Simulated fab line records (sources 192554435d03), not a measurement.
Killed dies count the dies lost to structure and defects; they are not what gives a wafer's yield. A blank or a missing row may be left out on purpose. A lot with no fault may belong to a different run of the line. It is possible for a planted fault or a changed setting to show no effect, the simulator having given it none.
Chamber matching || flow n5 finfet || 3 sister chambers for N5_BEOL_M10_DEP_56 on pecvd-02
The step deposits SiCN from 3MS/NH3, target thk 15 nm, time 26.5 s. 3 wafers are shown with their chamber, then 8 later ones without.

WAFERS WITH THEIR CHAMBER
{"wafer": "L091.1", "chamber": 1, "throttle valve pct (%)": 9.03}
{"wafer": "L091.4", "chamber": 2, "throttle valve pct (%)": 8.62}
{"wafer": "L096.3", "chamber": 0, "throttle valve pct (%)": 8.42}

WAFERS WITH NO CHAMBER GIVEN
{"wafer": "L096.5", "throttle valve pct (%)": 8.43}
{"wafer": "L096.6", "throttle valve pct (%)": 8.90}
{"wafer": "L095.1", "throttle valve pct (%)": 8.68}
{"wafer": "L095.2", "throttle valve pct (%)": 8.74}
{"wafer": "L095.3", "throttle valve pct (%)": 8.55}
{"wafer": "L095.4", "throttle valve pct (%)": 8.45}
{"wafer": "L095.5", "throttle valve pct (%)": 8.82}
{"wafer": "L095.6", "throttle valve pct (%)": 8.85}

CHAMBER TAKEN BY EACH
{"wafer": "L096.5", "from the rows above": "can't be placed: 0 or 2", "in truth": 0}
{"wafer": "L096.6", "from the rows above": "can't be placed: 1 or 2", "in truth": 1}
{"wafer": "L095.1", "from the rows above": "can't be placed: 2 or 0", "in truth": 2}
{"wafer": "L095.2", "from the rows above": "can't be placed: 2 or 1 or 0", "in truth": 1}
{"wafer": "L095.3", "from the rows above": "can't be placed: 2 or 0", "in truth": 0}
{"wafer": "L095.4", "from the rows above": "can't be placed: 0 or 2", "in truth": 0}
{"wafer": "L095.5", "from the rows above": "can't be placed: 2 or 1 or 0", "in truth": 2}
{"wafer": "L095.6", "from the rows above": "can't be placed: 1 or 2", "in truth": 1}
0 of 8 placed correctly. Can't be placed from these rows: 8 (the true chamber is among the candidates in 8). 0 placed wrongly.
How it was worked out, from the rows above alone: a wafer's distance from a chamber is the root of the sum, over the readings, of the square of ((its reading less the chamber's mean) divided by the reading's scatter). The wafer belongs to the nearest chamber; if the next one is less than 2 further off, it can't be placed. The mean given for a chamber averages the wafers shown for that chamber. The scatter: root of mean squared gap, hidden wafer to nearest shown wafer, with one shown wafer a chamber.
